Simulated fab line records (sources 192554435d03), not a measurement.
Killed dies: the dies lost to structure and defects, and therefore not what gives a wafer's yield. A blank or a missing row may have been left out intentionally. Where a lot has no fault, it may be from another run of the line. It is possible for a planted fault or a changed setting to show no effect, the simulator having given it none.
Struck lot and sound lot, side by side :: flow n5-finfet :: 16 steps out of a route of 1938
Sound: wafers L662.2, L662.3, L662.5. Struck: wafer L666.2 (left out: L666.1, L666.4 of the same lot, which were not struck); the cause appears at the end.
Per side, at each step with rows, come the tool, then ch with its chambers, and then its first start. Under that, the readings that differ: sound wafers :: struck wafers :: difference of the means :: sigmas: that difference in standard deviations of wafers without a fault.
alike: readings with means less than 2 such deviations apart, plus words and numbers identical on both sides. not compared: withheld readings, readings lacking a value on some wafer, bounds such as >300 that could conceal the same value, and numbers that have no deviation in the record and whose values overlap.
Wherever a step has rows on one side only, a row that says differs or no value, or a row with sigmas, the two part there. Non-overlapping numbers with no deviation appear without sigmas and do not part them. A reading missing from all wafers of one side parts the sides only when that side holds two or more wafers.

first, 6 steps without rows for these wafers: N5_BEOL_M2_COAT_22 (resist thk 30 nm); N5_BEOL_M2_EBR_24; N5_BEOL_M2_SOFTBAKE_23 (time 60 s); N5_BEOL_M2_EXPOSE_25 (exposes mask V1, defocus 5 nm); N5_BEOL_M2_PEB_26 (peb time 60 s); N5_BEOL_M2_DEVELOP_27 (develop time 30 s).
N5_BEOL_M2_CD_MEAS_28: target cd 26.2 nm, target cd y 24.1 nm.
  sound on cd-sem-02 ch 0, day 10 06:02; struck on cd-sem-02 ch 0, day 11 06:50
  alike: cd-nm
N5_BEOL_M2_OVL_MEAS_29:
  sound on overlay-01 ch 0, day 10 06:04; struck on overlay-02 ch 0, day 11 06:52
  alike: V1_OVL
N5_BEOL_M2_INSPECT_30: inspects for defects (brightfield).
  sound: defect-inspect-02 at day 10 06:07; struck: defect-inspect-02 at day 11 06:55
  alike: raw-defect-count
N5_BEOL_M2_DESCUM_33: chemistry O2, time 7 s.
  sound on rie-diel-01 ch 0,1, day 10 06:20; struck on rie-diel-01 ch 1, day 11 06:58
  alike: drypump-motor-current-A, oes-product-au, rf-fwd-power-W, rf-vpp-V, showerhead-plenum-p-Torr, throttle-valve-pct
  not compared: rf-hours-counter-h
N5_BEOL_M2_ETCH_77: etches underlayer in N2/H2, target depth 6.5 nm, time 5.2 s.
  sound on rie-diel-01 ch 0,1, day 10 06:22; struck on rie-diel-01 ch 1, day 11 06:59
  alike: drypump-motor-current-A, etch-rf-on-time-s, n2-flow-sccm, oes-product-au, rf-fwd-power-W, rf-vpp-V, showerhead-plenum-p-Torr, throttle-valve-pct
  not compared: rf-hours-counter-h
N5_BEOL_M2_ETCH_69: etches SiARC in CF4, target depth 15.6 nm, time 26 s.
  sound on rie-diel-01 ch 0,1, day 10 06:23; struck on rie-diel-01 ch 1, day 11 07:01
reading: rf-fwd-power-W (W)
sound: 534.9 530.4 534.5
struck: 529.2
difference: -4.1
sigmas: -2
  alike: drypump-motor-current-A, etch-rf-on-time-s, oes-product-au, rf-vpp-V, showerhead-plenum-p-Torr, throttle-valve-pct
  not compared: rf-hours-counter-h
N5_BEOL_M2_ALD_98: deposits SiO2, target thk 2.5 nm, pulse time 1 s, co reactant pulse time 1 s.
  sound on ald-sin-02 ch 2,3, day 10 06:37; struck on ald-sin-02 ch 1, day 11 07:05
reading: ald-cycles
sound: 17 17 17
struck: 22
difference: +5
sigmas: 

reading: model.SiO2_of_BEOL_M2_ALD_98.thk-nm (nm)
sound: 2.4 2.6 2.4
struck: 3.2
difference: +0.7
sigmas: 
  alike: heater-power-w, precursor-pulse-height-rel
N5_BEOL_M2_ETCHBACK_99: etches SiO2 in CHF3, target depth 5 nm, time 10.4 s.
  sound on rie-diel-05 ch 0,1,2, day 10 10:32; struck on rie-diel-05 ch 0, day 11 07:23
  alike: drypump-motor-current-A, oes-product-au, rf-fwd-power-W, rf-vpp-V, showerhead-plenum-p-Torr, throttle-valve-pct
  not compared: rf-hours-counter-h
N5_BEOL_M4_RC_MEAS_101:
  sound on prober-02 ch 0, day 11 15:24; struck on prober-02 ch 0, day 12 10:41
  alike: DIBL_N, DIBL_P, IOFF_N, IOFF_P, ION_N, ION_P, SS_N, SS_P, VT_N, VT_P
N5_PASSIVATION_PROBE_49:
  rows exist in the record for the sound wafers here (prober-02, day 15 22:50), none for the struck ones

== WHERE THEY PART ==
Last at N5_PASSIVATION_PROBE_49 as far as this record goes, first at N5_BEOL_M2_ETCH_69.

WHY: what had been put in by the simulator
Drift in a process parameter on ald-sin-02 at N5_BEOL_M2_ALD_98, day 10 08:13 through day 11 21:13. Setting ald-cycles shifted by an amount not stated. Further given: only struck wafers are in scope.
